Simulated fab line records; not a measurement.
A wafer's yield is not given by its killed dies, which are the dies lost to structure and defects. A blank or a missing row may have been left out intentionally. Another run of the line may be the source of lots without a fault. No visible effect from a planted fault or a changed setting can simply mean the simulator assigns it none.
The tool behind it: which one? / flow nand_harc / 11 lots with 33 wafers sampled at 3 steps, on a route of 1159 steps

WHAT EACH GAUGE READ, for each wafer
NHARC_A_CHANNEL_FILL_D1_INSPECT_13.
lot=L074; measured=day 11 09:11; on=defect_inspect-02; raw_defect_count=166 293 174
lot=L078; measured=day 11 05:22; on=defect_inspect-02; raw_defect_count=196 330 185
lot=L076; measured=day 11 14:37; on=defect_inspect-01; raw_defect_count=116 223 218
lot=L081; measured=day 12 09:16; on=defect_inspect-02; raw_defect_count=209 458 372
lot=L084; measured=day 13 00:52; on=defect_inspect-01; raw_defect_count=526 245 184
lot=L085; measured=day 13 12:43; on=defect_inspect-02; raw_defect_count=411 198 370
lot=L086; measured=day 13 20:32; on=defect_inspect-01; raw_defect_count=390 639 373
lot=L090; measured=day 14 12:17; on=defect_inspect-01; raw_defect_count=216 241 214
lot=L091; measured=day 14 16:57; on=defect_inspect-02; raw_defect_count=172 195 271
lot=L094; measured=day 15 14:04; on=defect_inspect-01; raw_defect_count=429 427 347
lot=L095; measured=day 15 14:06; on=defect_inspect-02; raw_defect_count=525 394 525

TOOL THAT RAN EACH LOT (tool first, then ch and the chambers of the sampled wafers, then the start)
lot=L074; NHARC_A_CHANNEL_FILL_D1_ETCHBACK_19=rie_si-02 ch 0,2,3, day 10 05:37; NHARC_A_CHANNEL_FILL_D1_ALD_25=ald_hk-04 ch 0,3, day 10 21:04
lot=L078; NHARC_A_CHANNEL_FILL_D1_ETCHBACK_19=rie_si-04 ch 0,2,3, day 10 08:16; NHARC_A_CHANNEL_FILL_D1_ALD_25=ald_hk-04 ch 0,1,3, day 10 17:23
lot=L076; NHARC_A_CHANNEL_FILL_D1_ETCHBACK_19=rie_si-04 ch 0,2, day 10 14:40; NHARC_A_CHANNEL_FILL_D1_ALD_25=ald_hk-03 ch 2,3, day 11 03:08
lot=L081; NHARC_A_CHANNEL_FILL_D1_ETCHBACK_19=rie_si-05 ch 0,2,3, day 11 09:08; NHARC_A_CHANNEL_FILL_D1_ALD_25=ald_hk-02 ch 0,1, day 11 21:07
lot=L084; NHARC_A_CHANNEL_FILL_D1_ETCHBACK_19=rie_si-02 ch 0,1,2, day 12 00:29; NHARC_A_CHANNEL_FILL_D1_ALD_25=ald_hk-03 ch 0,1,3, day 12 12:50
lot=L085; NHARC_A_CHANNEL_FILL_D1_ETCHBACK_19=rie_si-05 ch 0,3, day 12 13:12; NHARC_A_CHANNEL_FILL_D1_ALD_25=ald_hk-04 ch 0,1,2, day 13 00:55
lot=L086; NHARC_A_CHANNEL_FILL_D1_ETCHBACK_19=rie_si-05 ch 0,1,3, day 12 20:34; NHARC_A_CHANNEL_FILL_D1_ALD_25=ald_hk-04 ch 0,3, day 13 08:33
lot=L090; NHARC_A_CHANNEL_FILL_D1_ETCHBACK_19=rie_si-04 ch 0,1,2, day 13 12:25; NHARC_A_CHANNEL_FILL_D1_ALD_25=ald_hk-04 ch 0,2,3, day 14 00:26
lot=L091; NHARC_A_CHANNEL_FILL_D1_ETCHBACK_19=rie_si-02 ch 1,2,3, day 13 16:50; NHARC_A_CHANNEL_FILL_D1_ALD_25=ald_hk-02 ch 1,2,3, day 14 04:50
lot=L094; NHARC_A_CHANNEL_FILL_D1_ETCHBACK_19=rie_si-04 ch 0,2,3, day 14 06:46; NHARC_A_CHANNEL_FILL_D1_ALD_25=ald_hk-04 ch 1,2,3, day 14 22:26
lot=L095; NHARC_A_CHANNEL_FILL_D1_ETCHBACK_19=rie_si-02 ch 2,3, day 14 14:38; NHARC_A_CHANNEL_FILL_D1_ALD_25=ald_hk-03 ch 1,2,3, day 15 04:09
- NHARC_A_CHANNEL_FILL_D1_ETCHBACK_19: etches the open film in HBr/Cl2, target depth 5 nm, time 1.7 s.
- NHARC_A_CHANNEL_FILL_D1_ALD_25: deposits SiOx, target thk 60 nm, pulse time 10 s, ald cycles 600.

THE ANSWER, worked out from the rows above alone
Rule: usual is defined by the lots themselves. The widest of any qualifying gaps counts: lots, ordered by their means at a reading, are off when they make up no more than a third of the lots, leave a main group of 4 or more, and stand apart from it by 3 or more times the standard deviation of that group's means. Not used: any main group whose means are identical at the precision the tables above print for the reading. A lot without any number at a reading at which 4 lots or more have one is off too. All remaining lots with rows at the step are treated as sound.
Across all readings shown, no lot is off: no conclusion can be drawn from this.

WHAT THE SIMULATOR HAD INSERTED
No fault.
